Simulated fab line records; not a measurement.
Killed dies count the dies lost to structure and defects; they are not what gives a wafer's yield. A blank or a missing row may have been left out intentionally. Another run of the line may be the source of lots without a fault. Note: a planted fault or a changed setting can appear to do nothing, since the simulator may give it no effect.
Matching of chambers / flow n5 finfet / N5_MOL_CONTACT_COAG_ALD_133 on ald sin-02 has 4 sister chambers
The step deposits SiO2, target thk 5 nm, pulse time 1 s, co reactant pulse time 1 s. 8 wafers are shown with their chamber, then 12 later ones without.

== WAFERS, EACH WITH ITS CHAMBER ==
wafer=L077.6; chamber=2; heater power w (W)=87; precursor pulse height rel=1.023
wafer=L081.4; chamber=3; heater power w (W)=71; precursor pulse height rel=0.980
wafer=L087.1; chamber=1; heater power w (W)=73; precursor pulse height rel=0.984
wafer=L087.2; chamber=0; heater power w (W)=75; precursor pulse height rel=0.994
wafer=L087.3; chamber=3; heater power w (W)=70; precursor pulse height rel=0.968
wafer=L087.4; chamber=2; heater power w (W)=89; precursor pulse height rel=1.001
wafer=L087.5; chamber=0; heater power w (W)=75; precursor pulse height rel=0.962
wafer=L087.6; chamber=1; heater power w (W)=73; precursor pulse height rel=0.996

== WAFERS WITH NO CHAMBER GIVEN ==
wafer=L088.1; heater power w (W)=75; precursor pulse height rel=1.015
wafer=L088.4; heater power w (W)=89; precursor pulse height rel=1.003
wafer=L088.5; heater power w (W)=76; precursor pulse height rel=1.004
wafer=L089.1; heater power w (W)=77; precursor pulse height rel=1.015
wafer=L089.4; heater power w (W)=85; precursor pulse height rel=1.035
wafer=L089.6; heater power w (W)=87; precursor pulse height rel=1.000
wafer=L092.1; heater power w (W)=69; precursor pulse height rel=1.043
wafer=L092.2; heater power w (W)=75; precursor pulse height rel=0.999
wafer=L092.5; heater power w (W)=76; precursor pulse height rel=1.000
wafer=L096.4; heater power w (W)=70; precursor pulse height rel=0.995
wafer=L096.5; heater power w (W)=76; precursor pulse height rel=0.963
wafer=L096.6; heater power w (W)=70; precursor pulse height rel=1.014

== EACH ONE'S CHAMBER ==
wafer=L088.1; from the rows above=can't be placed: 0 or 1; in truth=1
wafer=L088.4; from the rows above=2; in truth=2
wafer=L088.5; from the rows above=can't be placed: 0 or 1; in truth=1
wafer=L089.1; from the rows above=can't be placed: 0 or 1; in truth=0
wafer=L089.4; from the rows above=2; in truth=2
wafer=L089.6; from the rows above=2; in truth=2
wafer=L092.1; from the rows above=can't be placed: 3 or 1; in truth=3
wafer=L092.2; from the rows above=can't be placed: 0 or 1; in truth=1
wafer=L092.5; from the rows above=can't be placed: 0 or 1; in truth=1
wafer=L096.4; from the rows above=3; in truth=3
wafer=L096.5; from the rows above=0; in truth=0
wafer=L096.6; from the rows above=can't be placed: 3 or 1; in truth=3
Placed correctly: 5 of 12. Not placeable from these rows: 7 (in 7, the candidates include the true chamber). Number placed wrongly: 0.
How it was worked out, from the rows above alone: a wafer's distance from a chamber is the root of the sum, over the readings, of the square of ((its reading less the chamber's mean) divided by the reading's scatter). If the next closest chamber is less than 2 further off than the closest, the wafer can't be placed; otherwise it belongs to the closest. Each chamber's mean is taken over the wafers shown for it. The scatter: the root of (the sum of the squares of (reading less its chamber's mean) over the shown wafers, divided by (wafers less chambers)).
